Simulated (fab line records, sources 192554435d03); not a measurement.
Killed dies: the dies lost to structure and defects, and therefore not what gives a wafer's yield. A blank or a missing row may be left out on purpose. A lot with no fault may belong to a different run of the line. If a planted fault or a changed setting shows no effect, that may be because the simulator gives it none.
Code-filled problem report in 8D (eight disciplines) form + flow n5 finfet + the parts of the form that need people (team, actions taken, sign-off) are left out

1. PROBLEM STATEMENT
At N5_PASSIVATION_PROBE_49, killed at other averages 601.5 over 2 wafers from 2 lots, while fault-free wafers read 3.7, standard deviation 2.9. So: +99 or more standard deviations from the usual mean.
First observed at day 16 23:53: wafer L403.5, on prober-02. The record has a number at this step for 4 wafers belonging to 2 lots. The rule behind "out" and "out of limits": a value lying over 4 standard deviations away from the usual mean. All remaining wafers that have a number are taken as sound.

2. WHAT IT IS, WHAT IT ISN'T
| question                    | is                                                                                                   | is not                                                                                                        |
|-----------------------------|------------------------------------------------------------------------------------------------------|---------------------------------------------------------------------------------------------------------------|
| which readings at this step | killed at other, defect limited yield, killed dies, sort_bin_5_function, sort n pass, sort yield pct | killed_at_M0_to_M3, killed_at_M4_up, killed at contacts, killed at front end, killed short, sort_bin_6_memory |
| which lots                  | L403, L404                                                                                           | -                                                                                                             |
| which wafers of those lots  | L403.5, L404.5                                                                                       | L403.1, L404.1                                                                                                |
| read on which tools         | prober-02                                                                                            | -                                                                                                             |
| when                        | from day 16 23:53                                                                                    | up to then (1 sound wafer); but 1 sound wafer of L404 came after                                              |

3. WHAT RULES OUT EACH SUSPECT
Counting: a tool at a process step up to the reading stays a suspect if it ran every lot that is out. Sound lots after the first of them don't rule it out here, since some wafers of a struck lot are sound.
- rie diel-04 at N5_MIM_BOT_ETCH_ETCH_04 (etches SiNx in CF4/O2, target depth 26 nm, time 13 s): kept. It ran every lot that is out, first L403 (day 16 12:52).
- prober-02 at N5_PASSIVATION_PROBE_49: kept. It ran every lot that is out, first L403 (day 16 23:41). Its own defect limited yield, killed at other, killed dies, sort_bin_5_function, sort n pass, sort yield pct readings are out on those wafers.
After counting, rie diel-04 at N5_MIM_BOT_ETCH_ETCH_04 and prober-02 at N5_PASSIVATION_PROBE_49 remain.

4. THE CAUSE (what the simulator had put in)
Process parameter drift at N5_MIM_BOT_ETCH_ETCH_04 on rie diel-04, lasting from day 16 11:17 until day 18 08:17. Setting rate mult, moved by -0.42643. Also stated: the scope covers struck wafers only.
2 suspects survive the count, and this tool is in that group.

5. THE CHAIN OF EFFECTS, in route order
One row per reading whose mean, taken over the struck wafers that have a number, lies over 3 standard deviations from the usual. Only readings whose record carries a usual standard deviation are examined. hours: median over the lots of the time between each lot's start at the first step of this table that gives one and its start at this step. sigmas: the change, counted in usual standard deviations.
| hours | step                    | reading              | usual     | on struck wafers | change | sigmas      |
|-------|-------------------------|----------------------|-----------|------------------|--------|-------------|
| 0     | N5_MIM_BOT_ETCH_ETCH_03 | oes product au       | 0.79 a.u. | 0.48             | -0.31  | -3.6        |
| 0     | N5_MIM_BOT_ETCH_ETCH_00 | oes product au       | 0.79 a.u. | 0.48             | -0.31  | -3.6        |
| 0     | N5_MIM_BOT_ETCH_ETCH_00 | throttle valve pct   | 21.84 %   | 22.41            | +0.57  | +3.6        |
| 10    | N5_PASSIVATION_PROBE_49 | defect limited yield | 91.2 %    | 39.8             | -51.5  | -34         |
| 10    | N5_PASSIVATION_PROBE_49 | killed at other      | 3.7       | 601.5            | +597.8 | +99 or more |
| 10    | N5_PASSIVATION_PROBE_49 | killed dies          | 104       | 711              | +607   | +34         |
| 10    | N5_PASSIVATION_PROBE_49 | killed on rim        | 14        | 38               | +24    | +6.3        |
| 10    | N5_PASSIVATION_PROBE_49 | sort_bin_5_function  | 5.2 %     | 56.6             | +51.4  | +54         |
| 10    | N5_PASSIVATION_PROBE_49 | sort n pass          | 1076      | 469              | -607   | -34         |
| 10    | N5_PASSIVATION_PROBE_49 | sort yield pct       | 91.2 %    | 39.8             | -51.5  | -34         |
Here are the process steps it includes:
- N5_MIM_BOT_ETCH_ETCH_03: etches the open film in Cl2/BCl3, target depth 12 nm.
- N5_MIM_BOT_ETCH_ETCH_00: etches TiN in Cl2/BCl3, target depth 45.5 nm.
- N5_PASSIVATION_PROBE_49

6. WHAT WOULD HAVE CAUGHT IT SOONER
13 hours passed between the start of the fault at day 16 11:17 and the first reading out of limits in this record, taken at day 16 23:53.
An alarm limit of 4 standard deviations would not have fired on the tool readings at N5_MIM_BOT_ETCH_ETCH_04 for which the record gives a usual standard deviation, since none of them was out on any struck wafer.
L404, from the lots that are out (2), started N5_MIM_BOT_ETCH_ETCH_04 on rie diel-04 later than day 16 23:53. It would have been spared by a hold on the tool at that moment.
